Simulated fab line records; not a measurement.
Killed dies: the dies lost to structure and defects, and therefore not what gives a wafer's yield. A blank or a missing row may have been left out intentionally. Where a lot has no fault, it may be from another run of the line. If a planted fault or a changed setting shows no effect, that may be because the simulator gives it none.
fab line records	flow n5_finfet
record: lots: 24	wafers: 72	last_day: 18
route steps=1938 shown BEOL_M14@1756 BEOL_M15@1784 MIM_TOP@1837
lots that met no fault: taken from a fault-free run of the same line
start_h: hours from the record's first day to the start of the lot's first wafer shown	wait_h: how many hours have passed since the lot's step before this one	" unchanged from the row above	L1.1+2: a row that stands for several wafers	- no value, or no start given	* or withheld: withheld	< > ~ a bound
route shown NAME@n: NAME is a module with steps in the file, n the number in the route of the first one	usual: mean/standard deviation taken from wafers without a fault	same: alike in all rows	chamber/n: place in a boat	sites: each site's reading	_std_site: how widely they spread, as a standard deviation	_edge_site: inner sites' mean taken away from outer sites' mean	radius_mm: how far each site lies from the wafer's centre	mask NAME#n: copy n	behind: the most recent tool/chamber to have shaped the wafer	hold: reason for holding the lot/hours on hold/outcome of the hold	device: names the non-switching transistor (n, p or np)	end of line: the tests these same wafers got at the end of their route	a step with no rows: only its recipe	killed: not the wafer's yield, but the dies lost to structure and defects at the first sort	map: dies across one wafer; x = killed, . = not, _ = none there
set.NAME: the setting the step ran with; set.NAME@STEP: the setting that earlier step ran with	model.NAME: the simulator's own value behind a step, which no gauge read
the route's steps for a sample of lots (tables are steps, rows are wafers)
services: from which hour (start_h, from the record's first day; less than 0 if before it) a tool's chamber was out of use, for how many hours, and why
== steps ==
step: N5_BEOL_M14_STRIP_37
recipe: chemistry: O2	power_w: 600	temp_c: 60	pressure_mtorr: 30	rf_frequency_hz: 6e+07	bias_power_w: 0	overash_fraction: 0.3	o2_flow_sccm: 225
usual: drypump_motor_current_A: 5.8/0.49	oes_product_au: 0.84/0.084	rf_vpp_V: 3.8/1.1	showerhead_plenum_p_Torr: 2.14/0.069	throttle_valve_pct: 16.55/0.19
lot.wafer	tool	chamber	start_h	wait_h	drypump_motor_current_A	oes_product_au	rf_hours_counter_h	rf_vpp_V	showerhead_plenum_p_Torr	throttle_valve_pct
L074.3	rie_diel-04	0	248.58	3.9	6.7	0.88	26	3.3	2.24	16.66
L074.4	"	3	"	"	6.4	0.86	-	4.2	2.13	16.70
L074.5	"	1	"	"	6.3	0.93	-	4.8	2.06	16.36
L075.2	rie_diel-04	3	252.79	0.4	6.4	0.85	66	3.4	2.13	16.75
L075.5	"	3	"	"	6.4	0.85	-	3.2	2.13	16.70
L075.6	"	2	"	"	5.6	1.00	-	5.1	2.23	16.43
L076.1	rie_diel-03	3	262.38	1.3	5.7	0.90	27	2.6	2.23	16.55
L076.4	"	3	"	"	5.7	0.89	-	3.3	2.23	16.52
L076.6	"	2	"	"	5.4	0.77	-	2.4	2.10	16.47
L080.3	rie_diel-04	2	281.40	0.1	5.6	0.95	10	3.9	2.22	16.38
L080.4	"	1	"	"	6.3	0.90	29	2.1	2.06	16.35
L080.5	"	0	"	"	6.7	0.89	-	3.6	2.23	16.70
L079.3	rie_diel-03	0	285.61	0.1	5.6	0.69	226	4.3	2.06	16.57
L079.4	"	3	"	"	5.7	0.89	35	4.1	2.23	16.56
L079.6	"	0	"	"	5.6	0.71	-	6.2	2.06	16.55
L078.1	rie_diel-04	1	292.82	6.7	6.3	0.90	34	4.5	2.06	16.38
L078.2	"	0	"	"	6.7	0.85	41	4.1	2.23	16.69
L078.5	"	3	"	"	6.4	0.83	-	3.6	2.12	16.77
L083.2	rie_diel-02	1	294.73	6.3	6.2	0.98	2	2.7	2.13	16.19
L083.5	"	0	"	"	5.3	0.68	-	3.5	1.99	16.77
L083.6	"	3	"	"	5.6	0.72	-	3.7	2.07	16.75
L077.3	rie_diel-02	3	299.67	11.9	5.6	0.70	222	2.6	2.07	16.78
L077.5	"	1	"	"	6.2	0.95	-	3.4	2.13	16.16
L077.6	"	2	"	"	5.2	0.96	-	4.7	2.16	16.70
L082.2	rie_diel-02	1	299.92	11.0	6.2	0.97	4	3.2	2.13	16.18
L082.3	"	3	"	"	5.6	0.69	222	4.0	2.07	16.74
L082.6	"	2	"	"	5.2	0.96	-	4.6	2.16	16.70
L081.1	rie_diel-04	2	302.10	0.7	5.6	0.94	18	5.5	2.22	16.43
L081.5	"	1	"	"	6.3	0.90	-	2.4	2.06	16.38
L081.6	"	0	"	"	6.7	0.85	-	4.7	2.23	16.68
L084.1	rie_diel-04	1	318.28	1.3	6.3	0.88	42	4.2	2.05	16.41
L084.3	"	0	"	"	6.7	0.84	50	2.2	2.23	16.71
L084.4	"	3	"	"	6.4	0.82	89	4.7	2.12	16.76
L085.1	rie_diel-03	0	329.47	5.7	5.6	0.69	240	4.7	2.05	16.62
L085.4	"	2	"	"	5.4	0.76	150	2.4	2.09	16.55
L085.6	"	2	"	"	5.4	0.76	-	2.2	2.09	16.52
L086.1	rie_diel-04	2	329.51	1.7	5.6	0.89	27	5.3	2.22	16.42
L086.3	"	0	"	"	6.7	0.84	55	4.9	2.23	16.70
L086.5	"	3	"	"	6.4	0.82	-	1.9	2.12	16.75
L088.1	rie_diel-03	3	337.36	0.0	5.7	0.86	52	3.9	2.22	16.59
L088.3	"	1	"	"	5.3	0.78	126	2.7	2.11	16.53
L088.4	"	2	"	"	5.4	0.75	153	3.5	2.09	16.59
L087.1	rie_diel-02	2	342.39	0.0	5.2	0.94	30	2.4	2.15	16.68
L087.4	"	0	"	"	5.3	0.95	7	2.8	2.26	16.27
L087.5	"	3	"	"	5.6	0.68	-	3.5	2.07	16.78
L089.1	rie_diel-02	3	354.65	0.1	5.6	0.69	244	2.6	2.06	16.77
L089.4	"	1	"	"	6.3	0.90	26	6.0	2.13	16.26
L089.5	"	0	"	"	5.3	0.93	-	3.9	2.25	16.26
L091.2	rie_diel-03	2	363.40	4.9	5.4	0.74	165	5.3	2.08	16.54
L091.3	"	3	"	"	5.7	0.85	65	5.6	2.22	16.61
L091.6	"	2	"	"	5.4	0.74	-	4.5	2.08	16.54
L090.1	rie_diel-04	3	364.26	0.1	6.4	0.82	100	3.7	2.12	16.79
L090.2	"	2	"	"	5.6	0.90	35	3.8	2.22	16.44
L090.5	"	2	"	"	5.6	0.90	-	5.6	2.22	16.45
L092.2	rie_diel-02	3	364.62	0.4	5.6	0.67	249	1.9	2.06	16.83
L092.3	"	1	"	"	6.2	0.87	30	4.6	2.13	16.27
L092.4	"	3	"	"	5.6	0.68	-	2.1	2.06	16.82
L093.1	rie_diel-02	0	372.20	0.7	5.3	0.90	18	5.5	2.25	16.33
L093.3	"	1	"	"	6.2	0.88	34	3.9	2.13	16.26
L093.6	"	1	"	"	6.2	0.88	-	2.0	2.12	16.22
L095.1	rie_diel-04	0	383.49	0.5	6.7	0.81	70	3.7	2.22	16.75
L095.3	"	3	"	"	6.4	0.80	107	3.7	2.11	16.79
L095.4	"	1	"	"	6.3	0.85	60	2.5	2.05	16.42
L094.2	rie_diel-03	3	386.11	0.5	5.7	0.83	75	4.0	2.21	16.62
L094.3	"	1	"	"	5.3	0.76	149	4.1	2.10	16.57
L094.5	"	1	"	"	5.3	0.78	-	5.6	2.10	16.60
L096.1	rie_diel-03	1	397.83	2.3	5.3	0.74	153	6.0	2.10	16.58
L096.3	"	2	"	"	5.4	0.72	180	3.1	2.08	16.58
L096.5	"	0	"	"	5.6	0.90	-	3.5	2.05	16.09
L097.1	rie_diel-02	3	398.32	0.0	5.6	0.96	4	3.4	2.06	16.42
L097.3	"	1	"	"	6.3	0.86	43	5.5	2.12	16.24
L097.5	"	1	"	"	6.2	0.88	-	2.5	2.12	16.26
step: N5_BEOL_M14_SPUTTER_45
recipe: material: Cu	target_thk_a: 1000	temp_c: -20	bias_v: 60	power_w: 26000	chamber_pressure_pa: 0.13	time_s: 16.67
usual: chuck_gas_flow_sccm: 1.25/0.051	susceptor_temp_C: -19.99/0.1	throttle_valve_pct: 29.9/1.2
same: time_s: 16.67
lot.wafer	tool	chamber	start_h	wait_h	chuck_gas_flow_sccm	susceptor_temp_C	throttle_valve_pct
L074.3	pvd_sputter-01	-	249.82	0.0	1.23	-20.01	30.3
L074.4	"	-	"	"	1.27	-20.13	31.7
L074.5	"	-	"	"	1.28	-20.08	27.9
L075.2	pvd_sputter-03	-	253.87	0.0	1.32	-19.97	28.9
L075.5	"	-	"	"	1.34	-19.75	28.8
L075.6	"	-	"	"	1.31	-19.87	29.3
L076.1	pvd_sputter-03	-	263.09	0.0	1.19	-20.10	29.4
L076.4	"	-	"	"	1.25	-19.87	29.1
L076.6	"	-	"	"	1.25	-20.06	31.3
L080.3	pvd_sputter-02	-	282.42	0.0	1.26	-19.91	30.0
L080.4	"	-	"	"	1.23	-19.86	32.1
L080.5	"	-	"	"	1.21	-19.95	29.0
L079.3	pvd_sputter-03	-	289.63	0.0	1.40	-20.14	31.1
L079.4	"	-	"	"	1.28	-19.95	29.3
L079.6	"	-	"	"	1.27	-19.90	29.2
L078.1	pvd_sputter-01	-	293.65	0.0	1.33	-20.00	30.2
L078.2	"	-	"	"	1.29	-20.04	31.4
L078.5	"	-	"	"	1.19	-19.90	30.2
L083.2	pvd_sputter-03	-	295.80	0.0	1.27	-20.14	29.1
L083.5	"	-	"	"	1.21	-20.04	28.8
L083.6	"	-	"	"	1.23	-19.87	31.2
L077.3	pvd_sputter-03	-	300.32	0.0	1.27	-19.92	31.0
L077.5	"	-	"	"	1.28	-20.15	28.5
L077.6	"	-	"	"	1.27	-19.97	30.9
L082.2	pvd_sputter-03	-	300.64	0.0	1.17	-19.92	28.4
L082.3	"	-	"	"	1.20	-19.90	31.1
L082.6	"	-	"	"	1.25	-19.90	28.7
L081.1	pvd_sputter-02	-	302.93	0.0	1.28	-19.84	30.2
L081.5	"	-	"	"	1.30	-20.06	29.4
L081.6	"	-	"	"	1.18	-20.04	31.9
L084.1	pvd_sputter-03	-	319.17	0.0	1.26	-20.04	29.0
L084.3	"	-	"	"	1.21	-19.90	28.4
L084.4	"	-	"	"	1.20	-20.05	29.0
L085.1	pvd_sputter-02	-	330.33	0.0	1.31	-19.84	30.1
L085.4	"	-	"	"	1.23	-19.91	30.3
L085.6	"	-	"	"	1.17	-20.00	32.3
L086.1	pvd_sputter-01	-	330.49	0.0	1.20	-20.00	31.7
L086.3	"	-	"	"	1.25	-19.90	28.1
L086.5	"	-	"	"	1.31	-20.02	28.2
L088.1	pvd_sputter-02	-	337.86	0.0	1.25	-19.91	30.2
L088.3	"	-	"	"	1.28	-19.94	29.1
L088.4	"	-	"	"	1.30	-19.93	32.4
L087.1	pvd_sputter-02	-	342.89	0.0	1.26	-20.02	30.1
L087.4	"	-	"	"	1.25	-19.96	30.1
L087.5	"	-	"	"	1.27	-19.96	29.0
L089.1	pvd_sputter-03	-	355.41	0.0	1.25	-19.81	29.3
L089.4	"	-	"	"	1.23	-20.00	28.7
L089.5	"	-	"	"	1.22	-20.13	29.1
L091.2	pvd_sputter-03	-	364.12	0.0	1.21	-20.12	29.0
L091.3	"	-	"	"	1.23	-19.84	29.1
L091.6	"	-	"	"	1.27	-20.01	28.7
L090.1	pvd_sputter-02	-	364.76	0.0	1.22	-19.94	32.2
L090.2	"	-	"	"	1.19	-19.99	30.3
L090.5	"	-	"	"	1.20	-20.14	32.3
L092.2	pvd_sputter-02	-	365.32	0.0	1.28	-20.12	30.7
L092.3	"	-	"	"	1.24	-20.04	32.2
L092.4	"	-	"	"	1.25	-20.06	30.0
L093.1	pvd_sputter-01	-	374.05	0.0	1.17	-19.97	30.4
L093.3	"	-	"	"	1.34	-20.08	30.0
L093.6	"	-	"	"	1.29	-19.89	30.2
L095.1	pvd_sputter-01	-	384.50	0.0	1.26	-20.03	28.2
L095.3	"	-	"	"	1.19	-20.20	30.0
L095.4	"	-	"	"	1.23	-19.99	30.0
L094.2	pvd_sputter-01	-	386.62	0.0	1.23	-19.98	31.2
L094.3	"	-	"	"	1.29	-20.12	28.3
L094.5	"	-	"	"	1.21	-20.08	30.5
L096.1	pvd_sputter-01	-	398.63	0.0	1.31	-19.82	31.6
L096.3	"	-	"	"	1.22	-20.03	30.1
L096.5	"	-	"	"	1.27	-20.22	30.1
L097.1	pvd_sputter-02	-	398.85	0.0	1.27	-19.99	30.0
L097.3	"	-	"	"	1.28	-19.94	28.9
L097.5	"	-	"	"	1.20	-19.92	29.6
step: N5_BEOL_M15_OVL_MEAS_11
recipe: points_per_wafer: 44
usual: V14_OVL: -2/6.2
lot.wafer	tool	chamber	start_h	wait_h	V14_OVL[nm]
L074.3	overlay-02	0	251.67	0.0	1
L074.4	"	0	"	"	-5
L074.5	"	0	"	"	-4
L075.2	overlay-01	0	256.11	0.0	-2
L075.5	"	0	"	"	-7
L075.6	"	0	"	"	10
L076.1	overlay-02	0	265.02	0.0	17
L076.4	"	0	"	"	-3
L076.6	"	0	"	"	2
L080.3	overlay-02	0	284.22	0.0	-9
L080.4	"	0	"	"	-10
L080.5	"	0	"	"	-15
L079.3	overlay-02	0	291.43	0.0	1
L079.4	"	0	"	"	11
L079.6	"	0	"	"	3
L078.1	overlay-02	0	295.45	0.0	-3
L078.2	"	0	"	"	-1
L078.5	"	0	"	"	-8
L083.2	overlay-02	0	297.50	0.0	4
L083.5	"	0	"	"	-4
L083.6	"	0	"	"	1
L077.3	overlay-01	0	302.24	0.0	-4
L077.5	"	0	"	"	-6
L077.6	"	0	"	"	-10
L082.2	overlay-02	0	302.53	0.0	1
L082.3	"	0	"	"	-6
L082.6	"	0	"	"	-9
L081.1	overlay-02	0	304.73	0.0	-1
L081.5	"	0	"	"	-1
L081.6	"	0	"	"	-4
L084.1	overlay-02	0	320.87	0.0	-14
L084.3	"	0	"	"	-5
L084.4	"	0	"	"	-15
L085.1	overlay-01	0	332.18	0.0	-2
L085.4	"	0	"	"	-4
L085.6	"	0	"	"	-5
L086.1	overlay-01	0	332.35	0.0	-4
L086.3	"	0	"	"	7
L086.5	"	0	"	"	-5
L088.1	overlay-01	0	339.80	0.0	-4
L088.3	"	0	"	"	-1
L088.4	"	0	"	"	-12
L087.1	overlay-02	0	344.68	0.0	1
L087.4	"	0	"	"	-4
L087.5	"	0	"	"	-3
L089.1	overlay-02	0	357.21	0.0	9
L089.4	"	0	"	"	4
L089.5	"	0	"	"	7
L091.2	overlay-01	0	366.08	0.0	-6
L091.3	"	0	"	"	0
L091.6	"	0	"	"	-5
L090.1	overlay-01	0	366.56	0.0	-2
L090.2	"	0	"	"	-9
L090.5	"	0	"	"	4
L092.2	overlay-02	0	367.00	0.0	-5
L092.3	"	0	"	"	-6
L092.4	"	0	"	"	-5
L093.1	overlay-01	0	375.72	0.0	-6
L093.3	"	0	"	"	-14
L093.6	"	0	"	"	-8
L095.1	overlay-01	0	386.21	0.0	-8
L095.3	"	0	"	"	-2
L095.4	"	0	"	"	1
L094.2	overlay-02	0	388.49	0.0	5
L094.3	"	0	"	"	5
L094.5	"	0	"	"	9
L096.1	overlay-02	0	400.43	0.0	-13
L096.3	"	0	"	"	-4
L096.5	"	0	"	"	-2
L097.1	overlay-01	0	400.92	0.0	0
L097.3	"	0	"	"	-4
L097.5	"	0	"	"	3
step: N5_BEOL_M15_CD_MEAS_28
recipe: target_cd_nm: 407.6	landing_energy_ev: 500	detector: se_inlens
usual: cd_nm: 408.6/1.8
same: landing_energy_ev: 500
lot.wafer	tool	chamber	start_h	wait_h	cd_nm
L074.3	cd_sem-01	0	253.88	-	409.5
L074.4	"	0	"	"	409.8
L074.5	"	0	"	"	411.3
L075.2	cd_sem-02	0	257.74	-	404.9
L075.5	"	0	"	"	409.5
L075.6	"	0	"	"	407.9
L076.1	cd_sem-02	0	266.91	-	409.4
L076.4	"	0	"	"	410.9
L076.6	"	0	"	"	408.3
L080.3	cd_sem-02	0	285.71	-	408.7
L080.4	"	0	"	"	408.7
L080.5	"	0	"	"	408.7
L079.3	cd_sem-01	0	293.05	-	410.2
L079.4	"	0	"	"	410.3
L079.6	"	0	"	"	411.1
L078.1	cd_sem-01	0	297.28	-	409.7
L078.2	"	0	"	"	410.7
L078.5	"	0	"	"	411.7
L083.2	cd_sem-01	0	298.93	-	407.8
L083.5	"	0	"	"	408.5
L083.6	"	0	"	"	409.7
L077.3	cd_sem-01	0	304.06	-	410.4
L077.5	"	0	"	"	411.3
L077.6	"	0	"	"	409.2
L082.2	cd_sem-02	0	304.42	-	410.3
L082.3	"	0	"	"	408.2
L082.6	"	0	"	"	406.6
L081.1	cd_sem-02	0	306.40	-	410.1
L081.5	"	0	"	"	410.5
L081.6	"	0	"	"	409.2
L084.1	cd_sem-03	0	322.43	-	405.2
L084.3	"	0	"	"	408.2
L084.4	"	0	"	"	407.2
L085.1	cd_sem-02	0	333.97	-	409.8
L085.4	"	0	"	"	406.9
L085.6	"	0	"	"	408.9
L086.1	cd_sem-03	0	335.16	-	407.5
L086.3	"	0	"	"	407.1
L086.5	"	0	"	"	409.9
L088.1	cd_sem-03	0	342.07	-	407.3
L088.3	"	0	"	"	405.8
L088.4	"	0	"	"	406.6
L087.1	cd_sem-01	0	346.32	-	409.8
L087.4	"	0	"	"	408.3
L087.5	"	0	"	"	407.9
L089.1	cd_sem-01	0	358.64	-	408.1
L089.4	"	0	"	"	408.6
L089.5	"	0	"	"	409.6
L091.2	cd_sem-03	0	367.76	-	407.9
L091.3	"	0	"	"	408.6
L091.6	"	0	"	"	408.0
L090.1	cd_sem-02	0	368.19	-	408.5
L090.2	"	0	"	"	407.3
L090.5	"	0	"	"	405.6
L092.2	cd_sem-02	0	368.75	-	407.4
L092.3	"	0	"	"	409.0
L092.4	"	0	"	"	405.4
L093.1	cd_sem-03	0	377.28	-	407.2
L093.3	"	0	"	"	408.0
L093.6	"	0	"	"	407.0
L095.1	cd_sem-01	0	387.65	-	403.9
L095.3	"	0	"	"	408.4
L095.4	"	0	"	"	408.2
L094.2	cd_sem-02	0	390.70	-	408.6
L094.3	"	0	"	"	407.9
L094.5	"	0	"	"	406.7
L096.1	cd_sem-03	0	401.98	-	406.3
L096.3	"	0	"	"	411.8
L096.5	"	0	"	"	410.0
L097.1	cd_sem-01	0	402.35	-	409.1
L097.3	"	0	"	"	407.0
L097.5	"	0	"	"	410.7
step: N5_BEOL_M15_STRIP_62
recipe: chemistry: O2	power_w: 600	temp_c: 60	pressure_mtorr: 30	rf_frequency_hz: 6e+07	bias_power_w: 0	overash_fraction: 0.3	o2_flow_sccm: 225
usual: drypump_motor_current_A: 5.8/0.37	oes_product_au: 0.79/0.1	rf_vpp_V: 3.7/0.53	showerhead_plenum_p_Torr: 2.12/0.084	throttle_valve_pct: 16.68/0.26
lot.wafer	tool	chamber	start_h	wait_h	drypump_motor_current_A	oes_product_au	rf_hours_counter_h	rf_vpp_V	showerhead_plenum_p_Torr	throttle_valve_pct
L074.3	rie_diel-01	0	-	-	5.5	0.79	94	4.2	2.21	16.78
L074.4	"	1	"	"	6.3	0.76	175	3.5	2.19	16.42
L074.5	"	0	"	"	5.5	0.79	-	3.7	2.21	16.79
L075.2	rie_diel-05	3	-	-	5.8	0.70	212	4.4	2.16	16.88
L075.5	"	1	"	"	6.1	0.69	-	3.8	1.97	16.42
L075.6	"	0	"	"	5.5	0.74	-	3.3	2.00	16.91
L076.1	rie_diel-05	1	-	-	6.1	0.69	248	3.8	1.97	16.44
L076.4	"	2	"	"	5.6	0.96	9	3.1	2.16	16.54
L076.6	"	3	"	"	5.8	0.70	-	3.9	2.16	16.88
L080.3	rie_diel-01	2	-	-	6.4	0.72	207	3.8	1.98	16.57
L080.4	"	3	"	"	5.7	0.70	230	3.4	2.15	16.66
L080.5	"	3	"	"	5.7	0.70	-	4.0	2.15	16.68
L079.3	rie_diel-05	0	-	-	5.5	0.73	-	3.7	2.00	16.94
L079.4	"	3	"	"	5.8	0.70	-	3.1	2.16	16.89
L079.6	"	3	"	"	5.8	0.70	-	4.1	2.16	16.89
L078.1	rie_diel-05	3	-	-	5.8	0.69	225	3.9	2.16	16.89
L078.2	"	0	"	"	5.5	0.72	175	3.9	2.00	16.95
L078.5	"	0	"	"	5.6	0.72	-	3.5	2.00	16.93
L083.2	rie_diel-05	3	-	-	5.8	0.70	226	3.4	2.16	16.91
L083.5	"	0	"	"	5.5	0.73	-	4.2	2.00	16.95
L083.6	"	2	"	"	5.6	0.93	-	4.9	2.15	16.56
L077.3	rie_diel-06	3	-	-	6.3	0.75	126	3.3	2.10	16.68
L077.5	"	0	"	"	4.9	0.93	-	3.5	2.25	16.88
L077.6	"	3	"	"	6.3	0.76	-	4.6	2.10	16.70
L082.2	rie_diel-05	0	-	-	5.6	0.72	179	3.2	2.00	16.95
L082.3	"	2	"	"	5.6	0.93	22	3.7	2.15	16.57
L082.6	"	0	"	"	5.5	0.73	-	3.2	2.00	16.94
L081.1	rie_diel-01	3	-	-	5.7	0.70	235	4.1	2.15	16.69
L081.5	"	0	"	"	5.5	0.77	-	4.2	2.21	16.79
L081.6	"	1	"	"	6.3	0.75	-	4.4	2.19	16.46
L084.1	rie_diel-05	2	-	-	5.6	0.91	28	2.8	2.15	16.56
L084.3	"	3	"	"	5.8	0.68	235	4.5	2.16	16.91
L084.4	"	0	"	"	5.6	0.71	185	3.7	2.00	16.96
L085.1	rie_diel-05	2	-	-	5.6	0.91	33	3.8	2.15	16.58
L085.4	"	3	"	"	5.7	0.68	240	4.6	2.15	16.94
L085.6	"	1	"	"	6.1	0.95	-	3.4	2.22	16.02
L086.1	rie_diel-01	2	-	-	6.4	0.70	221	3.6	1.98	16.59
L086.3	"	1	"	"	6.3	0.74	201	3.3	2.18	16.48
L086.5	"	3	"	"	5.7	0.69	-	3.9	2.15	16.71
L088.1	rie_diel-05	0	-	-	5.5	0.71	193	2.5	1.99	16.97
L088.3	"	3	"	"	5.8	0.68	245	3.2	2.15	16.94
L088.4	"	1	"	"	6.1	0.93	12	4.7	2.22	16.03
L087.1	rie_diel-06	0	-	-	4.9	0.90	25	2.2	2.24	16.88
L087.4	"	2	"	"	6.4	0.69	240	3.7	2.09	16.78
L087.5	"	1	"	"	5.8	0.79	-	2.9	2.11	16.63
L089.1	rie_diel-01	1	-	-	6.3	0.74	209	3.3	2.18	16.50
L089.4	"	1	"	"	6.3	0.73	-	2.6	2.18	16.48
L089.5	"	0	"	"	5.5	0.77	-	4.5	2.20	16.84
L091.2	rie_diel-05	0	-	-	5.5	0.71	200	3.7	1.99	16.99
L091.3	"	2	"	"	5.6	0.88	43	4.5	2.14	16.61
L091.6	"	0	"	"	5.5	0.71	-	4.0	1.99	16.99
L090.1	rie_diel-06	3	-	-	6.3	0.74	140	3.4	2.10	16.72
L090.2	"	0	"	"	4.9	0.90	31	3.1	2.24	16.89
L090.5	"	0	"	"	4.9	0.91	-	3.3	2.24	16.90
L092.2	rie_diel-06	2	-	-	6.3	0.67	247	3.7	2.08	16.80
L092.3	"	3	"	"	6.3	0.74	140	3.2	2.10	16.73
L092.4	"	0	"	"	4.9	0.90	32	2.8	2.24	16.89
L093.1	rie_diel-01	1	-	-	6.3	0.72	217	3.2	2.18	16.50
L093.3	"	3	"	"	5.7	1.04	0	3.3	2.15	16.26
L093.6	"	3	"	"	5.7	1.04	-	4.4	2.15	16.25
L095.1	rie_diel-05	1	-	-	6.1	0.90	24	2.7	2.22	16.05
L095.3	"	0	"	"	5.6	0.70	207	4.0	1.99	17.01
L095.4	"	1	"	"	6.1	0.91	-	3.9	2.22	16.05
L094.2	rie_diel-05	3	-	-	5.8	0.97	1	3.7	2.15	16.49
L094.3	"	0	"	"	5.5	0.70	209	3.9	1.99	17.00
L094.5	"	0	"	"	5.6	0.70	-	4.2	1.99	17.01
L096.1	rie_diel-05	3	-	-	5.8	0.95	4	3.3	2.15	16.47
L096.3	"	2	"	"	5.6	0.87	56	4.0	2.14	16.63
L096.5	"	2	"	"	5.6	0.86	-	4.1	2.14	16.62
L097.1	rie_diel-06	2	-	-	6.3	0.98	2	3.5	2.08	16.40
L097.3	"	1	"	"	5.8	0.76	115	3.8	2.10	16.66
L097.5	"	2	"	"	6.3	0.97	-	3.7	2.08	16.40
step: N5_MIM_TOP_DEGAS_04
recipe: ambient: vacuum	temp_c: 300	time_s: 60
usual: heater_power_w: 466/29	susceptor_temp_C: 300.01/0.18
same: time_s: 60
lot.wafer	tool	chamber	start_h	wait_h	heater_power_w	susceptor_temp_C
L074.3	pvd_sputter-02	-	262.51	-	421	300.10
L074.4	"	-	"	"	484	299.81
L074.5	"	-	"	"	486	299.80
L075.2	pvd_sputter-02	-	266.61	-	463	300.18
L075.5	"	-	"	"	478	300.20
L075.6	"	-	"	"	427	300.04
L076.1	pvd_sputter-03	-	276.39	-	442	300.23
L076.4	"	-	"	"	502	300.05
L076.6	"	-	"	"	436	300.07
L080.3	pvd_sputter-03	-	299.32	-	445	299.85
L080.4	"	-	"	"	448	300.05
L080.5	"	-	"	"	496	300.03
L079.3	pvd_sputter-02	-	302.57	-	487	299.81
L079.4	"	-	"	"	469	299.80
L079.6	"	-	"	"	473	300.19
L078.1	pvd_sputter-03	-	305.84	-	441	299.86
L078.2	"	-	"	"	489	300.07
L078.5	"	-	"	"	445	300.32
L083.2	pvd_sputter-03	-	306.56	-	501	300.01
L083.5	"	-	"	"	451	299.96
L083.6	"	-	"	"	495	300.14
L077.3	pvd_sputter-01	-	310.35	-	406	300.25
L077.5	"	-	"	"	508	299.96
L077.6	"	-	"	"	396	300.26
L082.2	pvd_sputter-01	-	311.49	-	402	300.05
L082.3	"	-	"	"	483	299.75
L082.6	"	-	"	"	518	299.88
L081.1	pvd_sputter-03	-	313.16	-	510	300.09
L081.5	"	-	"	"	454	299.90
L081.6	"	-	"	"	436	299.91
L084.1	pvd_sputter-03	-	328.93	-	501	300.14
L084.3	"	-	"	"	498	300.20
L084.4	"	-	"	"	449	300.12
L085.1	pvd_sputter-02	-	341.65	-	476	300.30
L085.4	"	-	"	"	418	299.69
L085.6	"	-	"	"	426	299.85
L086.1	pvd_sputter-03	-	342.35	-	434	299.97
L086.3	"	-	"	"	452	300.06
L086.5	"	-	"	"	497	299.87
L088.1	pvd_sputter-02	-	350.09	-	492	300.00
L088.3	"	-	"	"	422	299.52
L088.4	"	-	"	"	490	299.96
L087.1	pvd_sputter-02	-	355.22	-	472	300.01
L087.4	"	-	"	"	484	299.89
L087.5	"	-	"	"	467	299.74
L089.1	pvd_sputter-02	-	364.38	-	422	299.77
L089.4	"	-	"	"	477	299.92
L089.5	"	-	"	"	477	299.89
L091.2	pvd_sputter-02	-	377.42	-	479	300.23
L091.3	"	-	"	"	493	300.03
L091.6	"	-	"	"	485	299.76
L090.1	pvd_sputter-02	-	377.74	-	472	300.09
L090.2	"	-	"	"	462	299.94
L090.5	"	-	"	"	479	300.00
L092.2	pvd_sputter-02	-	378.12	-	485	299.63
L092.3	"	-	"	"	473	300.15
L092.4	"	-	"	"	471	300.34
L093.1	pvd_sputter-03	-	383.63	-	488	300.08
L093.3	"	-	"	"	498	299.94
L093.6	"	-	"	"	482	300.36
L095.1	pvd_sputter-03	-	392.73	-	496	300.12
L095.3	"	-	"	"	502	300.03
L095.4	"	-	"	"	447	300.23
L094.2	pvd_sputter-02	-	397.60	-	469	299.81
L094.3	"	-	"	"	409	299.94
L094.5	"	-	"	"	479	300.23
L096.1	pvd_sputter-03	-	409.76	-	502	299.99
L096.3	"	-	"	"	452	299.68
L096.5	"	-	"	"	495	300.15
L097.1	pvd_sputter-03	-	414.68	-	507	299.81
L097.3	"	-	"	"	449	299.92
L097.5	"	-	"	"	443	300.09
== services ==
tool	chamber	start_h	hours	kind
pvd_sputter-01	-	231.67	2.2	repair
pvd_sputter-01	-	236.50	2.7	repair
rie_diel-01	-	243.61	0.2	repair
rie_diel-03	0	259.75	6.6	repair
rie_diel-02	0	261.10	2.4	repair
rie_diel-06	0	271.64	2.8	repair
rie_diel-05	1	280.56	-	clean
rie_diel-05	1	280.56	-	consumable_replace:focus_ring
rie_diel-05	1	280.56	-	consumable_replace:showerhead
rie_diel-05	2	296.80	2.9	repair
rie_diel-03	0	310.73	1.4	repair
rie_diel-06	3	316.56	4.0	repair
rie_diel-03	2	316.71	5.3	repair
rie_diel-06	-	325.45	14.6	pm
rie_diel-01	-	336.07	0.2	repair
pvd_sputter-01	-	339.12	1.2	repair
rie_diel-04	3	341.69	14.3	repair
rie_diel-02	-	344.12	2.0	repair
rie_diel-04	1	345.68	5.8	repair
rie_diel-04	-	346.66	14.6	pm
rie_diel-01	0	347.03	9.4	repair
rie_diel-02	0	362.01	4.7	repair
rie_diel-05	1	366.67	2.3	repair
rie_diel-06	-	412.46	2.8	pm
== key ==
fault none
